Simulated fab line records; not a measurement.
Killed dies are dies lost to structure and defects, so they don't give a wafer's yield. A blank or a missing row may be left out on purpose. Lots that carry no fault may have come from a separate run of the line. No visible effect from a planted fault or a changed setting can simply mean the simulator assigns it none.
Split-lot trial | flow n5-finfet | 21 wafers read from 7 lots, route of 1938 steps

SPLIT DETAILS
At N5_BEOL_M13_ILD_DEP_00 (deposits SiOC from DEMS/O2, target thk 837.92 nm, time 166.4 s), the setting time-s was moved away from the recipe's 166.4 s on 9 of the 21 wafers read, by -8.7% to +14.2%. The other wafers ran this setting at the recipe's value.

Split to reading: the file shows no intervening step.

THE READING
Values of M13_ILD_THK in nm from N5_BEOL_M13_THK_MEAS_01. Fault-free wafers of this fab line usually give 840 nm, standard deviation 10 nm.

wafer  | tool, chamber at the split | time-s as run, s | against the recipe | M13_ILD_THK, nm | against lot-mates on the recipe
L074.3 | pecvd-03, 1                | 156.1            | -6.2%              | 791             | -63
L074.5 | pecvd-03, 1                | 166.4            | recipe             | 854             | -
L074.6 | pecvd-03, 2                | 156.1            | -6.2%              | 793             | -61
L079.1 | pecvd-02, 2                | 166.4            | recipe             | 824             | -
L079.2 | pecvd-02, 1                | 166.4            | recipe             | 838             | -
L079.4 | pecvd-02, 1                | 166.4            | recipe             | 849             | -
L081.2 | pecvd-03, 1                | 166.4            | recipe             | 831             | -
L081.4 | pecvd-03, 2                | 151.9            | -8.7%              | 763             | -70
L081.6 | pecvd-03, 0                | 166.4            | recipe             | 834             | -
L082.2 | pecvd-03, 1                | 187.9            | +12.9%             | 957             | +118
L082.3 | pecvd-03, 0                | 187.9            | +12.9%             | 929             | +90
L082.6 | pecvd-03, 2                | 166.4            | recipe             | 839             | -
L084.2 | pecvd-02, 0                | 166.4            | recipe             | 827             | -
L084.4 | pecvd-02, 1                | 154.6            | -7.1%              | 788             | -46
L084.5 | pecvd-02, 2                | 166.4            | recipe             | 841             | -
L086.2 | pecvd-02, 2                | 190.1            | +14.2%             | 943             | no lot-mate on the recipe
L086.4 | pecvd-02, 0                | 190.1            | +14.2%             | 961             | no lot-mate on the recipe
L086.6 | pecvd-02, 2                | 190.1            | +14.2%             | 964             | no lot-mate on the recipe
L096.1 | pecvd-01, 0                | 166.4            | recipe             | 834             | -
L096.4 | pecvd-01, 1                | 166.4            | recipe             | 855             | -
L096.5 | pecvd-01, 0                | 166.4            | recipe             | 847             | -

FIT RESULTS
A straight line over all 21 wafers: M13_ILD_THK changes by +8.09 nm for each +1% of time-s; r = +0.99; the points scatter about the line by 9.9 nm.
The same after taking each lot's own level away (the mean of its wafers on the recipe; 18 wafers): +8.17 nm for each +1%; r = +0.98; scatter 9.5 nm.
According to that fit, moving time-s by its largest amount changes the reading by 1.2e+02 nm.
Across the lots, their own levels run from 832.5 to 854.0 nm, a range of 2.1 times the standard deviation given above.
The two slopes are in agreement: the lot-to-lot level therefore moves the slope only a little.
Check: for one of the wafers moved furthest among these (+12.9%), held out of the fit, the line's prediction against its lot-mates is +97.1 nm. Against them it came out at +118 nm.

THE WHOLE CHAIN: every reading that the file lists as answering this split, in the file's order
step                    | what it does                                                   | reading                                                                             | change (the file's fit)              | r (the file's)
N5_BEOL_M13_ILD_DEP_00  | deposits SiOC from DEMS/O2, target thk 837.92 nm, time 166.4 s | SiOC_of_BEOL_M13_ILD_DEP_00.thk-nm (the simulator's own value, which no gauge read) | +8.02 nm for each +1% of the setting | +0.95
N5_BEOL_M13_THK_MEAS_01 |                                                                | M13_ILD_THK                                                                         | +8 for each +1% of the setting       | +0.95
N5_BEOL_M13_VIA_ETCH_16 | etches SiOC in C4F8/O2/Ar, target depth 921.7 nm               | etch.depth-nm (the simulator's own value, which no gauge read)                      | +8.01 nm for each +1% of the setting | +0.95
N5_BEOL_M13_VIA_ETCH_16 | etches SiOC in C4F8/O2/Ar, target depth 921.7 nm               | coat_of_BEOL_M13_COAT_04.thk-nm (the simulator's own value, which no gauge read)    | -2.33 nm for each +1% of the setting | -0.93
N5_BEOL_M13_STRIP_63    | strips in N2/H2                                                | strip-time-to-endpoint-s                                                            | withheld for each +1% of the setting | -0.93
N5_BEOL_M13_ETCH_38     | etches SiCN in CF4/N2, target depth 67.5 nm, time 71.9 s       | SiOC_of_BEOL_M13_ILD_DEP_00.thk-nm (the simulator's own value, which no gauge read) | +8.05 nm for each +1% of the setting | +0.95

FILE'S OWN FIT
M13_ILD_THK changes by +8 nm for each +1% of time-s, r = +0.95.
